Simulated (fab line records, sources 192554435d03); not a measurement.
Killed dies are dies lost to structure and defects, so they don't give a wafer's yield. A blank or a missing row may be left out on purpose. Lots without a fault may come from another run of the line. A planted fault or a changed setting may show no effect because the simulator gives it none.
One fault seen from 2 desks | flow n5_finfet | each desk has only its own numbers; what lay behind them comes last

THE TOOL OWNER'S DESK: arfi_scanner-02
The tool's own readings at N5_BEOL_M0_SAQP_EXPOSE_11 (exposes mask M0 CORE, target cd 42 nm): means of the sampled wafers that have a number, for each lot that ran on this tool. A lot is out of limits, marked OUT, if its mean lies more than 4 standard deviations from the usual mean; the brackets give that distance.
Columns: A = exposure_dose_mJ_cm2 at N5_BEOL_M0_SAQP_EXPOSE_11, usual 54.96; B = focus_offset_nm at N5_BEOL_M0_SAQP_EXPOSE_11, usual 0.1 nm
lot  | first seen here | A               | B
L751 | day 7 14:15     | 54.95           | 0.0
L752 | day 7 21:16     | 54.92           | -0.3
L758 | day 9 09:20     | 59.41 (+84) OUT | 0.4
L759 | day 9 14:01     | 58.49 (+67) OUT | 0.4
This desk's finding: out of limits on L758, L759; first on L758, day 9 09:20 (exposure_dose_mJ_cm2 at N5_BEOL_M0_SAQP_EXPOSE_11). In limits: L751, L752.

THE METROLOGY DESK
What the gauges read, lot by lot, whatever tool the lot ran on: means of the sampled wafers that have a number. A lot is out of limits, marked OUT, if its mean lies more than 4 standard deviations from the usual mean; the brackets give that distance. Of its 11 readings 7 are shown: the one that was out of limits first, and those that lie furthest out on some lot.
Columns: A = cd_nm at N5_BEOL_M0_SAQP_CD_MEAS_14, usual 42.3 nm; B = DIBL_P at N5_BEOL_M4_RC_MEAS_101, usual 35.6 mV/V; C = IOFF_P at N5_BEOL_M4_RC_MEAS_101, usual 0.21 nA/um; D = ION_N at N5_BEOL_M4_RC_MEAS_101, usual 673 uA/um; E = ION_P at N5_BEOL_M4_RC_MEAS_101, usual 460 uA/um; F = VT_N at N5_BEOL_M4_RC_MEAS_101, usual 249 mV; G = VT_P at N5_BEOL_M4_RC_MEAS_101, usual -250 mV
lot  | first seen here | A               | B    | C    | D   | E   | F   | G
L743 | day 5 18:54     | 42.7            | 34.1 | 0.15 | 671 | 454 | 254 | -257
L746 | day 6 11:19     | 42.3            | 33.5 | 0.19 | 671 | 460 | 250 | -250
L748 | day 6 23:39     | 42.0            | 36.0 | 0.21 | 660 | 461 | 252 | -250
L749 | day 7 05:46     | 42.5            | 36.5 | 0.20 | 664 | 454 | 250 | -252
L751 | day 7 14:22     | 41.6            | 35.6 | 0.23 | 698 | 482 | 242 | -246
L752 | day 7 21:23     | 41.6            | 35.5 | 0.19 | 663 | 453 | 250 | -252
L758 | day 9 09:28     | 39.3 (-6.5) OUT | 32.2 | 0.17 | 672 | 460 | 252 | -252
L759 | day 9 14:08     | 40.7            | 37.8 | 0.23 | 681 | 470 | 247 | -248
L763 | day 10 16:23    | 42.4            | 34.6 | 0.22 | 663 | 462 | 250 | -246
L764 | day 10 22:57    | 42.5            | 36.8 | 0.20 | 676 | 455 | 247 | -253
L765 | day 11 06:35    | 42.1            | 35.9 | 0.19 | 675 | 461 | 250 | -252
This desk's finding: out of limits on L758; first on L758, day 9 09:28 (cd_nm at N5_BEOL_M0_SAQP_CD_MEAS_14). In limits: L743, L746, L748, L749, L751, L752, L759, L763, L764, L765.

PUT TOGETHER
The tool owner's desk could have raised an alarm at day 9 09:20, on L758, L759.
The metrology desk could have raised an alarm at day 9 09:28, on L758.
The metrology desk has L759 on record, within its limits.
Of the lots named, all ran N5_BEOL_M0_SAQP_EXPOSE_11 on arfi_scanner-02.

WHAT THE SIMULATOR HAD PUT IN
Process parameter drift: arfi_scanner-02, from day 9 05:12 on, at N5_BEOL_M0_SAQP_EXPOSE_11. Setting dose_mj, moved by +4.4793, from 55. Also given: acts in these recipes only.
Lots struck among those shown: L758, L759.
Hours from the fault's start to each desk's first reading out of limits: the tool owner's desk, 4; the metrology desk, 4.
